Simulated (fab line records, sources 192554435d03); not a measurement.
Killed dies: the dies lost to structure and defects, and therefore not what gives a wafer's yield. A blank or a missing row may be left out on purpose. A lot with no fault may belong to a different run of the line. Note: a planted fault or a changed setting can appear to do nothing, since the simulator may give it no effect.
Which of the tools did it? || flow n5 finfet || 15 lots, 43 wafers sampled, at 5 steps of a route of 1938

== WHAT THE GAUGES READ, wafer by wafer ==
N5_BEOL_M4_RC_MEAS_101.
{"lot": "L626", "measured": "day 8 10:58", "on": "prober-01", "DIBL_N (mV/V)": "36.9 36.7 39.7", "DIBL_P (mV/V)": "38 37 41", "IOFF_N (nA/um)": "0.17 0.15 0.22", "IOFF_P (nA/um)": "0.23 0.21 0.31", "ION_N (uA/um)": "685 656 682", "ION_P (uA/um)": "466 460 468", "SS_N (mV/dec)": "72.0 71.8 73.0", "SS_P (mV/dec)": "73.9 72.6 74.0", "VT_N (mV)": "250 252 245", "VT_P (mV)": "-247 -253 -243"}
{"lot": "L627", "measured": "day 9 11:11", "on": "prober-01", "DIBL_N (mV/V)": "36.7 39.3 37.2", "DIBL_P (mV/V)": "39 41 39", "IOFF_N (nA/um)": "0.18 0.23 0.17", "IOFF_P (nA/um)": "0.24 0.29 0.25", "ION_N (uA/um)": "673 680 668", "ION_P (uA/um)": "467 466 456", "SS_N (mV/dec)": "71.5 72.2 72.2", "SS_P (mV/dec)": "73.7 74.8 74.6", "VT_N (mV)": "248 244 247", "VT_P (mV)": "-250 -248 -250"}
{"lot": "L629", "measured": "day 9 11:36", "on": "prober-02", "DIBL_N (mV/V)": "34.7 39.1 39.5", "DIBL_P (mV/V)": "33 39 41", "IOFF_N (nA/um)": "0.10 0.18 0.21", "IOFF_P (nA/um)": "0.17 0.26 0.29", "ION_N (uA/um)": "654 679 683", "ION_P (uA/um)": "462 463 467", "SS_N (mV/dec)": "71.3 71.7 72.2", "SS_P (mV/dec)": "72.4 73.6 74.7", "VT_N (mV)": "255 247 244", "VT_P (mV)": "-251 -244 -244"}
{"lot": "L628", "measured": "day 9 19:04", "on": "prober-01", "DIBL_N (mV/V)": "35.1 40.2", "DIBL_P (mV/V)": "35 42", "IOFF_N (nA/um)": "0.12 0.23", "IOFF_P (nA/um)": "0.19 0.34", "ION_N (uA/um)": "652 677", "ION_P (uA/um)": "454 461", "SS_N (mV/dec)": "72.0 73.0", "SS_P (mV/dec)": "72.7 75.4", "VT_N (mV)": "254 245", "VT_P (mV)": "-250 -245"}
{"lot": "L630", "measured": "day 9 20:43", "on": "prober-01", "DIBL_N (mV/V)": "38.4 37.4 39.7", "DIBL_P (mV/V)": "38 38 40", "IOFF_N (nA/um)": "0.17 0.16 0.20", "IOFF_P (nA/um)": "0.24 0.23 0.29", "ION_N (uA/um)": "684 667 682", "ION_P (uA/um)": "465 460 475", "SS_N (mV/dec)": "71.6 72.3 72.5", "SS_P (mV/dec)": "74.1 73.9 74.6", "VT_N (mV)": "251 254 248", "VT_P (mV)": "-251 -250 -246"}
{"lot": "L631", "measured": "day 9 22:03", "on": "prober-01", "DIBL_N (mV/V)": "30.9 34.6 34.8", "DIBL_P (mV/V)": "31 35 35", "IOFF_N (nA/um)": "0.08 0.12 0.13", "IOFF_P (nA/um)": "0.13 0.18 0.18", "ION_N (uA/um)": "630 668 656", "ION_P (uA/um)": "442 462 452", "SS_N (mV/dec)": "70.1 70.9 70.5", "SS_P (mV/dec)": "71.6 72.9 73.3", "VT_N (mV)": "263 254 252", "VT_P (mV)": "-256 -254 -253"}
{"lot": "L632", "measured": "day 9 15:33", "on": "prober-02", "DIBL_N (mV/V)": "37.6 36.2 38.3", "DIBL_P (mV/V)": "37 36 38", "IOFF_N (nA/um)": "0.18 0.15 0.20", "IOFF_P (nA/um)": "0.23 0.22 0.26", "ION_N (uA/um)": "676 660 675", "ION_P (uA/um)": "461 458 473", "SS_N (mV/dec)": "71.5 71.5 71.7", "SS_P (mV/dec)": "73.5 73.6 73.7", "VT_N (mV)": "248 253 246", "VT_P (mV)": "-251 -250 -249"}
{"lot": "L633", "measured": "day 10 00:31", "on": "prober-02", "DIBL_N (mV/V)": "38.5 37.5 37.5", "DIBL_P (mV/V)": "38 37 36", "IOFF_N (nA/um)": "0.18 0.15 0.16", "IOFF_P (nA/um)": "0.27 0.23 0.22", "ION_N (uA/um)": "677 658 670", "ION_P (uA/um)": "480 460 459", "SS_N (mV/dec)": "71.3 71.7 71.0", "SS_P (mV/dec)": "73.6 73.5 73.3", "VT_N (mV)": "249 252 247", "VT_P (mV)": "-244 -247 -246"}
{"lot": "L634", "measured": "day 10 06:31", "on": "prober-02", "DIBL_N (mV/V)": "38.5 37.0 39.3", "DIBL_P (mV/V)": "41 38 41", "IOFF_N (nA/um)": "0.19 0.17 0.20", "IOFF_P (nA/um)": "0.27 0.23 0.28", "ION_N (uA/um)": "672 666 677", "ION_P (uA/um)": "464 463 466", "SS_N (mV/dec)": "72.4 71.6 72.4", "SS_P (mV/dec)": "74.5 73.1 74.2", "VT_N (mV)": "252 249 250", "VT_P (mV)": "-248 -248 -246"}
{"lot": "L636", "measured": "day 11 02:34", "on": "prober-02", "DIBL_N (mV/V)": "38.9 36.1 36.7", "DIBL_P (mV/V)": "40 38 39", "IOFF_N (nA/um)": "0.21 0.15 0.16", "IOFF_P (nA/um)": "0.27 0.23 0.23", "ION_N (uA/um)": "679 646 671", "ION_P (uA/um)": "464 446 465", "SS_N (mV/dec)": "72.4 71.6 71.4", "SS_P (mV/dec)": "74.0 74.0 73.3", "VT_N (mV)": "248 252 250", "VT_P (mV)": "-246 -253 -249"}
{"lot": "L637", "measured": "day 11 13:14", "on": "prober-01", "DIBL_N (mV/V)": "43.1 33.8 40.1", "DIBL_P (mV/V)": "43 32 40", "IOFF_N (nA/um)": "0.26 0.10 0.21", "IOFF_P (nA/um)": "0.44 0.21 0.39", "ION_N (uA/um)": "691 654 676", "ION_P (uA/um)": "484 476 478", "SS_N (mV/dec)": "73.7 71.2 72.3", "SS_P (mV/dec)": "75.0 71.1 74.7", "VT_N (mV)": "245 260 246", "VT_P (mV)": "-238 -247 -237"}
{"lot": "L638", "measured": "day 11 13:54", "on": "prober-02", "DIBL_N (mV/V)": "34.6 36.5 36.0", "DIBL_P (mV/V)": "37 40 38", "IOFF_N (nA/um)": "0.16 0.19 0.18", "IOFF_P (nA/um)": "0.22 0.27 0.22", "ION_N (uA/um)": "666 681 671", "ION_P (uA/um)": "461 469 461", "SS_N (mV/dec)": "71.6 71.9 71.8", "SS_P (mV/dec)": "72.7 73.8 74.0", "VT_N (mV)": "248 246 247", "VT_P (mV)": "-247 -246 -251"}
{"lot": "L639", "measured": "day 12 05:06", "on": "prober-02", "DIBL_N (mV/V)": "39.0 34.9 36.5", "DIBL_P (mV/V)": "39 36 38", "IOFF_N (nA/um)": "0.19 0.12 0.15", "IOFF_P (nA/um)": "0.23 0.18 0.21", "ION_N (uA/um)": "678 659 672", "ION_P (uA/um)": "460 457 455", "SS_N (mV/dec)": "72.2 71.4 71.8", "SS_P (mV/dec)": "73.8 72.9 73.5", "VT_N (mV)": "248 252 250", "VT_P (mV)": "-249 -252 -252"}
{"lot": "L641", "measured": "day 12 13:00", "on": "prober-01", "DIBL_N (mV/V)": "36.6 36.0", "DIBL_P (mV/V)": "37 36", "IOFF_N (nA/um)": "0.15 0.15", "IOFF_P (nA/um)": "0.25 0.22", "ION_N (uA/um)": "659 669", "ION_P (uA/um)": "464 462", "SS_N (mV/dec)": "70.8 71.0", "SS_P (mV/dec)": "73.8 73.1", "VT_N (mV)": "248 250", "VT_P (mV)": "-248 -252"}
{"lot": "L648", "measured": "day 14 02:14", "on": "prober-02", "DIBL_N (mV/V)": "32.1 32.5 34.2", "DIBL_P (mV/V)": "33 32 36", "IOFF_N (nA/um)": "0.11 0.11 0.14", "IOFF_P (nA/um)": "0.15 0.15 0.19", "ION_N (uA/um)": "655 664 672", "ION_P (uA/um)": "449 453 465", "SS_N (mV/dec)": "70.3 70.4 70.5", "SS_P (mV/dec)": "71.7 72.1 72.6", "VT_N (mV)": "254 255 252", "VT_P (mV)": "-254 -256 -251"}

== EACH LOT AND THE TOOL THAT RAN IT (in order: tool; ch and the chambers of the sampled wafers; start) ==
{"lot": "L626", "N5_BEOL_M0_TRENCH_ETCH_107": "rie diel-04 ch 1,2,3, day 6 04:09", "N5_BEOL_M0_ALD_136": "ald metal-01 ch 0,1,2, day 6 06:07", "N5_BEOL_M0_CVD_115": "cvd co-02 ch 0,1, day 6 06:42", "N5_BEOL_M0_SPUTTER_116": "pvd sputter-02, day 6 07:14"}
{"lot": "L627", "N5_BEOL_M0_TRENCH_ETCH_107": "rie diel-02 ch 2,3, day 6 17:11", "N5_BEOL_M0_ALD_136": "ald metal-04 ch 0,2, day 6 18:09", "N5_BEOL_M0_CVD_115": "cvd co-01 ch 0,1,2, day 6 19:14", "N5_BEOL_M0_SPUTTER_116": "pvd sputter-01, day 6 19:26"}
{"lot": "L629", "N5_BEOL_M0_TRENCH_ETCH_107": "rie diel-04 ch 0,2,3, day 6 22:22", "N5_BEOL_M0_ALD_136": "ald metal-03 ch 1,2, day 6 23:22", "N5_BEOL_M0_CVD_115": "cvd co-01 ch 0,1, day 6 23:39", "N5_BEOL_M0_SPUTTER_116": "pvd sputter-03, day 6 23:45"}
{"lot": "L628", "N5_BEOL_M0_TRENCH_ETCH_107": "rie diel-02 ch 0,2, day 7 04:04", "N5_BEOL_M0_ALD_136": "ald metal-03 ch 0,3, day 7 05:16", "N5_BEOL_M0_CVD_115": "cvd co-01 ch 1,2, day 7 05:46", "N5_BEOL_M0_SPUTTER_116": "pvd sputter-02, day 7 06:06"}
{"lot": "L630", "N5_BEOL_M0_TRENCH_ETCH_107": "rie diel-06 ch 0,2, day 7 04:22", "N5_BEOL_M0_ALD_136": "ald metal-01 ch 0,1,3, day 7 05:25", "N5_BEOL_M0_CVD_115": "cvd co-02 ch 0,1, day 7 05:49", "N5_BEOL_M0_SPUTTER_116": "pvd sputter-02, day 7 06:32"}
{"lot": "L631", "N5_BEOL_M0_TRENCH_ETCH_107": "rie diel-06 ch 0,1,2, day 7 07:22", "N5_BEOL_M0_ALD_136": "ald metal-03 ch 2,3, day 7 10:11", "N5_BEOL_M0_CVD_115": "cvd co-02 ch 0,1,2, day 7 10:50", "N5_BEOL_M0_SPUTTER_116": "pvd sputter-02, day 7 10:58"}
{"lot": "L632", "N5_BEOL_M0_TRENCH_ETCH_107": "rie diel-02 ch 0,2,3, day 7 11:40", "N5_BEOL_M0_ALD_136": "ald metal-01 ch 0,2,3, day 7 14:59", "N5_BEOL_M0_CVD_115": "cvd co-02 ch 0,1,2, day 7 15:20", "N5_BEOL_M0_SPUTTER_116": "pvd sputter-01, day 7 15:35"}
{"lot": "L633", "N5_BEOL_M0_TRENCH_ETCH_107": "rie diel-04 ch 0,1,2, day 7 17:11", "N5_BEOL_M0_ALD_136": "ald metal-03 ch 0,1,2, day 7 20:48", "N5_BEOL_M0_CVD_115": "cvd co-02 ch 0,1, day 7 21:22", "N5_BEOL_M0_SPUTTER_116": "pvd sputter-03, day 7 21:32"}
{"lot": "L634", "N5_BEOL_M0_TRENCH_ETCH_107": "rie diel-02 ch 0,2, day 8 05:07", "N5_BEOL_M0_ALD_136": "ald metal-01 ch 0,3, day 8 06:39", "N5_BEOL_M0_CVD_115": "cvd co-01 ch 0,1,2, day 8 07:01", "N5_BEOL_M0_SPUTTER_116": "pvd sputter-03, day 8 07:08"}
{"lot": "L636", "N5_BEOL_M0_TRENCH_ETCH_107": "rie diel-04 ch 0,3, day 8 19:20", "N5_BEOL_M0_ALD_136": "ald metal-03 ch 0,2, day 8 20:45", "N5_BEOL_M0_CVD_115": "cvd co-02 ch 0,2, day 8 21:03", "N5_BEOL_M0_SPUTTER_116": "pvd sputter-02, day 8 21:10"}
{"lot": "L637", "N5_BEOL_M0_TRENCH_ETCH_107": "rie diel-06 ch 0,1,3, day 9 01:40", "N5_BEOL_M0_ALD_136": "ald metal-01 ch 1,2,3, day 9 02:14", "N5_BEOL_M0_CVD_115": "cvd co-01 ch 1,2, day 9 04:07", "N5_BEOL_M0_SPUTTER_116": "pvd sputter-01, day 9 04:14"}
{"lot": "L638", "N5_BEOL_M0_TRENCH_ETCH_107": "rie diel-04 ch 0,2, day 9 04:37", "N5_BEOL_M0_ALD_136": "ald metal-01 ch 0,1,3, day 9 05:46", "N5_BEOL_M0_CVD_115": "cvd co-02 ch 0,1,2, day 9 07:08", "N5_BEOL_M0_SPUTTER_116": "pvd sputter-02, day 9 07:16"}
{"lot": "L639", "N5_BEOL_M0_TRENCH_ETCH_107": "rie diel-06 ch 2,3, day 9 11:34", "N5_BEOL_M0_ALD_136": "ald metal-04 ch 0,2, day 9 12:17", "N5_BEOL_M0_CVD_115": "cvd co-02 ch 1,2, day 9 14:27", "N5_BEOL_M0_SPUTTER_116": "pvd sputter-01, day 9 14:36"}
{"lot": "L641", "N5_BEOL_M0_TRENCH_ETCH_107": "rie diel-06 ch 1, day 9 23:58", "N5_BEOL_M0_ALD_136": "ald metal-01 ch 1, day 10 01:08", "N5_BEOL_M0_CVD_115": "cvd co-02 ch 1,2, day 10 01:43", "N5_BEOL_M0_SPUTTER_116": "pvd sputter-03, day 10 03:12"}
{"lot": "L648", "N5_BEOL_M0_TRENCH_ETCH_107": "rie diel-04 ch 0,2, day 11 14:39", "N5_BEOL_M0_ALD_136": "ald metal-04 ch 0,1,3, day 11 15:43", "N5_BEOL_M0_CVD_115": "cvd co-01 ch 1,2, day 11 16:13", "N5_BEOL_M0_SPUTTER_116": "pvd sputter-03, day 11 17:33"}
- N5_BEOL_M0_TRENCH_ETCH_107: etches SiOC in C4F6/O2, target depth 32.8 nm, time 16.4 s.
- N5_BEOL_M0_ALD_136: deposits TaN, pulse time 2 s, purge time 3 s, co reactant purge time 2 s.
- N5_BEOL_M0_CVD_115: deposits Co from CCTBA/H2, time 120 s.
- N5_BEOL_M0_SPUTTER_116: material Cu, target thk 4 nm, time 7.37 s.

== AS READ BY THE TOOLS THEMSELVES (means over the sampled wafers that have a number; for cases with no such wafer, the mark the record gives instead) ==
N5_BEOL_M0_TRENCH_ETCH_107.
{"lot": "L626", "tool": "rie diel-04", "drypump motor current A (A)": 5.9, "oes product au (a.u.)": 0.75, "rf fwd power W (W)": 349.5, "rf vpp V (V)": 656, "showerhead plenum p Torr (Torr)": 2.88, "throttle valve pct (%)": 20.79}
{"lot": "L627", "tool": "rie diel-02", "drypump motor current A (A)": 6.2, "oes product au (a.u.)": 0.70, "rf fwd power W (W)": 348.5, "rf vpp V (V)": 672, "showerhead plenum p Torr (Torr)": 2.84, "throttle valve pct (%)": 21.15}
{"lot": "L629", "tool": "rie diel-04", "drypump motor current A (A)": 5.9, "oes product au (a.u.)": 0.81, "rf fwd power W (W)": 348.7, "rf vpp V (V)": 655, "showerhead plenum p Torr (Torr)": 2.89, "throttle valve pct (%)": 20.71}
{"lot": "L628", "tool": "rie diel-02", "drypump motor current A (A)": 5.8, "oes product au (a.u.)": 0.71, "rf fwd power W (W)": 351.3, "rf vpp V (V)": 660, "showerhead plenum p Torr (Torr)": 2.77, "throttle valve pct (%)": 20.77}
{"lot": "L630", "tool": "rie diel-06", "drypump motor current A (A)": 5.4, "oes product au (a.u.)": 0.74, "rf fwd power W (W)": 346.5, "rf vpp V (V)": 652, "showerhead plenum p Torr (Torr)": 2.84, "throttle valve pct (%)": 20.79}
{"lot": "L631", "tool": "rie diel-06", "drypump motor current A (A)": 5.7, "oes product au (a.u.)": 0.77, "rf fwd power W (W)": 347.8, "rf vpp V (V)": 658, "showerhead plenum p Torr (Torr)": 2.82, "throttle valve pct (%)": 20.71}
{"lot": "L632", "tool": "rie diel-02", "drypump motor current A (A)": 6.1, "oes product au (a.u.)": 0.70, "rf fwd power W (W)": 349.7, "rf vpp V (V)": 670, "showerhead plenum p Torr (Torr)": 2.78, "throttle valve pct (%)": 20.98}
{"lot": "L633", "tool": "rie diel-04", "drypump motor current A (A)": 5.9, "oes product au (a.u.)": 0.81, "rf fwd power W (W)": 349.7, "rf vpp V (V)": 664, "showerhead plenum p Torr (Torr)": 2.96, "throttle valve pct (%)": 20.84}
{"lot": "L634", "tool": "rie diel-02", "drypump motor current A (A)": 5.8, "oes product au (a.u.)": 0.72, "rf fwd power W (W)": 350.8, "rf vpp V (V)": 660, "showerhead plenum p Torr (Torr)": 2.74, "throttle valve pct (%)": 20.70}
{"lot": "L636", "tool": "rie diel-04", "drypump motor current A (A)": 5.9, "oes product au (a.u.)": 0.74, "rf fwd power W (W)": 346.8, "rf vpp V (V)": 650, "showerhead plenum p Torr (Torr)": 2.79, "throttle valve pct (%)": 20.69}
{"lot": "L637", "tool": "rie diel-06", "drypump motor current A (A)": 6.2, "oes product au (a.u.)": 0.77, "rf fwd power W (W)": 347.4, "rf vpp V (V)": 672, "showerhead plenum p Torr (Torr)": 2.86, "throttle valve pct (%)": 20.68}
{"lot": "L638", "tool": "rie diel-04", "drypump motor current A (A)": 5.9, "oes product au (a.u.)": 0.84, "rf fwd power W (W)": 348.3, "rf vpp V (V)": 660, "showerhead plenum p Torr (Torr)": 2.97, "throttle valve pct (%)": 20.80}
{"lot": "L639", "tool": "rie diel-06", "drypump motor current A (A)": 5.9, "oes product au (a.u.)": 0.75, "rf fwd power W (W)": 348.3, "rf vpp V (V)": 672, "showerhead plenum p Torr (Torr)": 2.90, "throttle valve pct (%)": 20.76}
{"lot": "L641", "tool": "rie diel-06", "drypump motor current A (A)": 5.7, "oes product au (a.u.)": 0.79, "rf fwd power W (W)": 346.2, "rf vpp V (V)": 662, "showerhead plenum p Torr (Torr)": 2.76, "throttle valve pct (%)": 20.68}
{"lot": "L648", "tool": "rie diel-04", "drypump motor current A (A)": 6.0, "oes product au (a.u.)": 0.81, "rf fwd power W (W)": 347.7, "rf vpp V (V)": 657, "showerhead plenum p Torr (Torr)": 2.96, "throttle valve pct (%)": 20.81}

N5_BEOL_M0_ALD_136.
{"lot": "L626", "tool": "ald metal-01", "heater power w (W)": 426}
{"lot": "L627", "tool": "ald metal-04", "heater power w (W)": 447}
{"lot": "L629", "tool": "ald metal-03", "heater power w (W)": 378}
{"lot": "L628", "tool": "ald metal-03", "heater power w (W)": 446}
{"lot": "L630", "tool": "ald metal-01", "heater power w (W)": 435}
{"lot": "L631", "tool": "ald metal-03", "heater power w (W)": 405}
{"lot": "L632", "tool": "ald metal-01", "heater power w (W)": 408}
{"lot": "L633", "tool": "ald metal-03", "heater power w (W)": 407}
{"lot": "L634", "tool": "ald metal-01", "heater power w (W)": 473}
{"lot": "L636", "tool": "ald metal-03", "heater power w (W)": 440}
{"lot": "L637", "tool": "ald metal-01", "heater power w (W)": 375}
{"lot": "L638", "tool": "ald metal-01", "heater power w (W)": 441}
{"lot": "L639", "tool": "ald metal-04", "heater power w (W)": 441}
{"lot": "L641", "tool": "ald metal-01", "heater power w (W)": 434}
{"lot": "L648", "tool": "ald metal-04", "heater power w (W)": 432}

N5_BEOL_M0_CVD_115.
{"lot": "L626", "tool": "cvd co-02", "run length s (s)": 142.6}
{"lot": "L627", "tool": "cvd co-01", "run length s (s)": 143.3}
{"lot": "L629", "tool": "cvd co-01", "run length s (s)": 142.9}
{"lot": "L628", "tool": "cvd co-01", "run length s (s)": 143.2}
{"lot": "L630", "tool": "cvd co-02", "run length s (s)": 142.4}
{"lot": "L631", "tool": "cvd co-02", "run length s (s)": 142.4}
{"lot": "L632", "tool": "cvd co-02", "run length s (s)": 142.6}
{"lot": "L633", "tool": "cvd co-02", "run length s (s)": 142.6}
{"lot": "L634", "tool": "cvd co-01", "run length s (s)": 143.2}
{"lot": "L636", "tool": "cvd co-02", "run length s (s)": 142.5}
{"lot": "L637", "tool": "cvd co-01", "run length s (s)": 143.5}
{"lot": "L638", "tool": "cvd co-02", "run length s (s)": 118.5}
{"lot": "L639", "tool": "cvd co-02", "run length s (s)": 119.0}
{"lot": "L641", "tool": "cvd co-02", "run length s (s)": 71.0}
{"lot": "L648", "tool": "cvd co-01", "run length s (s)": 143.6}

N5_BEOL_M0_SPUTTER_116.
{"lot": "L626", "tool": "pvd sputter-02", "throttle valve pct (%)": 30.4}
{"lot": "L627", "tool": "pvd sputter-01", "throttle valve pct (%)": 29.9}
{"lot": "L629", "tool": "pvd sputter-03", "throttle valve pct (%)": 30.2}
{"lot": "L628", "tool": "pvd sputter-02", "throttle valve pct (%)": 30.2}
{"lot": "L630", "tool": "pvd sputter-02", "throttle valve pct (%)": 29.6}
{"lot": "L631", "tool": "pvd sputter-02", "throttle valve pct (%)": 28.0}
{"lot": "L632", "tool": "pvd sputter-01", "throttle valve pct (%)": 29.7}
{"lot": "L633", "tool": "pvd sputter-03", "throttle valve pct (%)": 30.4}
{"lot": "L634", "tool": "pvd sputter-03", "throttle valve pct (%)": 30.6}
{"lot": "L636", "tool": "pvd sputter-02", "throttle valve pct (%)": 29.3}
{"lot": "L637", "tool": "pvd sputter-01", "throttle valve pct (%)": 30.0}
{"lot": "L638", "tool": "pvd sputter-02", "throttle valve pct (%)": 28.0}
{"lot": "L639", "tool": "pvd sputter-01", "throttle valve pct (%)": 30.3}
{"lot": "L641", "tool": "pvd sputter-03", "throttle valve pct (%)": 30.3}
{"lot": "L648", "tool": "pvd sputter-03", "throttle valve pct (%)": 30.3}

== THE ANSWER, worked out from the rows above alone ==
Rule: usual is defined by the lots themselves. The widest of any qualifying gaps counts: lots, ordered by their means at a reading, are off when they make up no more than a third of the lots, leave a main group of 4 or more, and stand apart from it by 3 or more times the standard deviation of that group's means. A main group is skipped when, at the precision printed for the reading in the tables above, its means are all equal. Also off: a lot with no number at a reading for which 4 or more lots have one. All remaining lots with rows at the step are treated as sound. The gauges are gone through in route order, then the tools' own readings, and for those a lot's mean is taken as printed above. At the first step where some lot is off, the reading lying furthest off is the one used; lots without a number count as furthest.
Off at N5_BEOL_M0_CVD_115 (run length s): L638, L639, L641. The main group: mean 142.9 s, standard deviation 0.42.
A tool fits if, at that step or a process step before it, it ran every lot that is off, and no sound lot after the first of them. One fits: cvd co-02 at N5_BEOL_M0_CVD_115. Its last sound lot is L636 (day 8 21:03), its first lot that is off L638 (day 9 07:08): a fault that began between those two fits.
On the lots that are off, the tool's own readings at N5_BEOL_M0_CVD_115 differ by more than 5 times the standard deviation of the sound lots' means, which bears it out; run length s reads 102.8 s there versus 142.9 s on the sound lots.

== WHAT HAD BEEN PUT IN BY THE SIMULATOR ==
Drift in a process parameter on cvd co-02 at N5_BEOL_M0_CVD_115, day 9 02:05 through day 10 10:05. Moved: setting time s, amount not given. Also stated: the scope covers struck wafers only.
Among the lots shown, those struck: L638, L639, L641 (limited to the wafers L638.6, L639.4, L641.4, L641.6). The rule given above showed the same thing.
